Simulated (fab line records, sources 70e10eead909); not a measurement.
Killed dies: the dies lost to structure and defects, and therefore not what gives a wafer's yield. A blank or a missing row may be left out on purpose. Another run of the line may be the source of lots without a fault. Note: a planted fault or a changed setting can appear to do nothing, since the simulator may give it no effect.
Problem report, 8D (eight disciplines) form, completed by code | flow nandHarc | the parts of the form that need people (team, actions taken, sign-off) are left out

## 1. THE ISSUE
Wafers without a fault read 89.8 nm, standard deviation 0.63; cdNm at NHARC_P_CONTACT_CD_MEAS_12 reads a mean of 109.0 nm on 6 wafers belonging to 2 lots. That puts it +30 standard deviations away from the usual mean.
The step: target cd 90 nm.
Seen first at day 9 10:19 on cdSem-03, wafer L981.2. The record holds 42 wafers of 14 lots with a number at this step. Rule for "out" (also "out of limits"): further than 4 standard deviations from the usual mean. The other wafers with a number count as sound.

## 2. WHAT IT IS, AND WHAT IT ISN'T
question                    | is                     | is not
which readings at this step | cdNm                   | -
which lots                  | L981, L982             | L966, L967, L968, L969, L970, L971, L972, L973, L974, L984, L985, L986
which wafers of those lots  | all that have a number | -
read on which gauges        | cdSem-02, cdSem-03     | cdSem-01
when                        | from day 9 10:19       | up to then (27 sound wafers); but 9 sound wafers of L984, L985, L986 came after

## 3. SUSPECTS, AND WHAT RULES EACH OUT
Counting: any tool at a process step up to the reading is kept as a suspect provided that every lot that is out went through it and no sound lot did after the first of them.
- the gauge at NHARC_P_CONTACT_CD_MEAS_12 is ruled out. The wafers that are out were read on 2 gauges (cdSem-02, cdSem-03).
- lithoTrack-01 at NHARC_P_CONTACT_PEB_10 (peb time 65 s): kept. It processed each lot that is out, first L981 at day 9 10:14, and no sound lot thereafter; up to then, the last sound lot it processed was L972 at day 6 21:19.
Left after counting: lithoTrack-01 at NHARC_P_CONTACT_PEB_10.

## 4. THE CAUSE (what the simulator had put in)
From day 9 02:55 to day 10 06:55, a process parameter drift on lithoTrack-01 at NHARC_P_CONTACT_PEB_10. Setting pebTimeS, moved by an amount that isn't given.
After counting, this tool was the only one left.

## 5. THE CHAIN OF EFFECTS, in route order
One row per reading whose mean, taken over the struck wafers that have a number, lies over 3 standard deviations from the usual. Scope: only readings with a usual standard deviation given in the record; hours: median across lots of the time from each lot's start at the first step in this table that gives one to its start at this step; sigmas: change in usual standard deviations.
hours | step                       | reading | usual   | on struck wafers | change | sigmas
0     | NHARC_P_CONTACT_CD_MEAS_12 | cdNm    | 89.8 nm | 109.0            | +19.2  | +30

## 6. WHAT WOULD HAVE CAUGHT IT SOONER
In this record the first reading out of limits at a measuring or inspecting step was taken at day 9 10:19, 7 hours after the fault began at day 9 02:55.
An alarm limit of 4 standard deviations would not have fired on the tool readings at NHARC_P_CONTACT_PEB_10 for which the record gives a usual standard deviation, since none of them was out on any struck wafer.
Lots out: 2; of these, L982 started NHARC_P_CONTACT_PEB_10 on lithoTrack-01 after day 9 10:19. Putting the tool on hold at that point would have spared it.
